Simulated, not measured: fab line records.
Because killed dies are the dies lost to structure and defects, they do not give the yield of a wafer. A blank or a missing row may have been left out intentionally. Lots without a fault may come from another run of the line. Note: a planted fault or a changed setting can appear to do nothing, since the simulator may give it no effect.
Matching of chambers || flow nandHarc || 4 sister chambers for NHARC_A_SGD_CUT_CMP_21 on cmp-04
The step polishes, target thk 148.19 nm. 8 wafers are shown with their chamber, then 11 later ones without.

== WAFERS, EACH WITH ITS CHAMBER ==
{"wafer": "L086.1", "chamber": 3, "motorCurrentA (A)": 11.6, "timeToEndpointS (s)": 47.4}
{"wafer": "L086.6", "chamber": 0, "motorCurrentA (A)": 9.5, "timeToEndpointS (s)": 49.8}
{"wafer": "L087.5", "chamber": 1, "motorCurrentA (A)": 11.5, "timeToEndpointS (s)": 48.4}
{"wafer": "L087.6", "chamber": 2, "motorCurrentA (A)": 10.0, "timeToEndpointS (s)": 46.8}
{"wafer": "L087.2", "chamber": 2, "motorCurrentA (A)": 10.0, "timeToEndpointS (s)": 46.9}
{"wafer": "L087.3", "chamber": 3, "motorCurrentA (A)": 12.1, "timeToEndpointS (s)": 51.1}
{"wafer": "L087.4", "chamber": 0, "motorCurrentA (A)": 9.6, "timeToEndpointS (s)": 52.0}
{"wafer": "L092.1", "chamber": 1, "motorCurrentA (A)": 11.3, "timeToEndpointS (s)": 45.6}

== WAFERS MISSING THEIR CHAMBER ==
{"wafer": "L092.2", "motorCurrentA (A)": 10.6, "timeToEndpointS (s)": 46.3}
{"wafer": "L092.3", "motorCurrentA (A)": 11.8, "timeToEndpointS (s)": 47.3}
{"wafer": "L094.3", "motorCurrentA (A)": 11.3, "timeToEndpointS (s)": 50.1}
{"wafer": "L094.4", "motorCurrentA (A)": 9.9, "timeToEndpointS (s)": 46.0}
{"wafer": "L094.5", "motorCurrentA (A)": 9.8, "timeToEndpointS (s)": 54.9}
{"wafer": "L096.2", "motorCurrentA (A)": 9.6, "timeToEndpointS (s)": 52.1}
{"wafer": "L096.4", "motorCurrentA (A)": 11.3, "timeToEndpointS (s)": 50.6}
{"wafer": "L096.6", "motorCurrentA (A)": 11.9, "timeToEndpointS (s)": 54.1}
{"wafer": "L096.1", "motorCurrentA (A)": 11.9, "timeToEndpointS (s)": 49.4}
{"wafer": "L096.3", "motorCurrentA (A)": 9.6, "timeToEndpointS (s)": 58.2}
{"wafer": "L096.5", "motorCurrentA (A)": 10.5, "timeToEndpointS (s)": 49.6}

== WHICH CHAMBER EACH ONE RAN IN ==
{"wafer": "L092.2", "from the rows above": "can't be placed: 2 or 1", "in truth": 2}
{"wafer": "L092.3", "from the rows above": "can't be placed: 3 or 1", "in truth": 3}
{"wafer": "L094.3", "from the rows above": "can't be placed: 1 or 3", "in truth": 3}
{"wafer": "L094.4", "from the rows above": 2, "in truth": 2}
{"wafer": "L094.5", "from the rows above": "can't be placed: 0 or 2", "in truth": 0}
{"wafer": "L096.2", "from the rows above": 0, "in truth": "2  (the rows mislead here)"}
{"wafer": "L096.4", "from the rows above": "can't be placed: 1 or 3", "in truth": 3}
{"wafer": "L096.6", "from the rows above": 3, "in truth": 3}
{"wafer": "L096.1", "from the rows above": 3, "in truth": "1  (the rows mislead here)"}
{"wafer": "L096.3", "from the rows above": 0, "in truth": 0}
{"wafer": "L096.5", "from the rows above": "can't be placed: 2 or 1 or 0", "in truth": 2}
Correct placement for 3 of the 11. Not placeable from these rows: 6 (in 6, the candidates include the true chamber). Placed wrongly: 2.
How it was worked out, from the rows above alone: a wafer's distance from a chamber is the root of the sum, over the readings, of the square of ((its reading less the chamber's mean) divided by the reading's scatter). If the next closest chamber is less than 2 further off than the closest, the wafer can't be placed; otherwise it belongs to the closest. Each chamber's mean is taken over the wafers shown for it. The scatter: take each reading less its chamber's mean, square it, sum over the shown wafers, divide by the number of wafers less the number of chambers, and take the root.
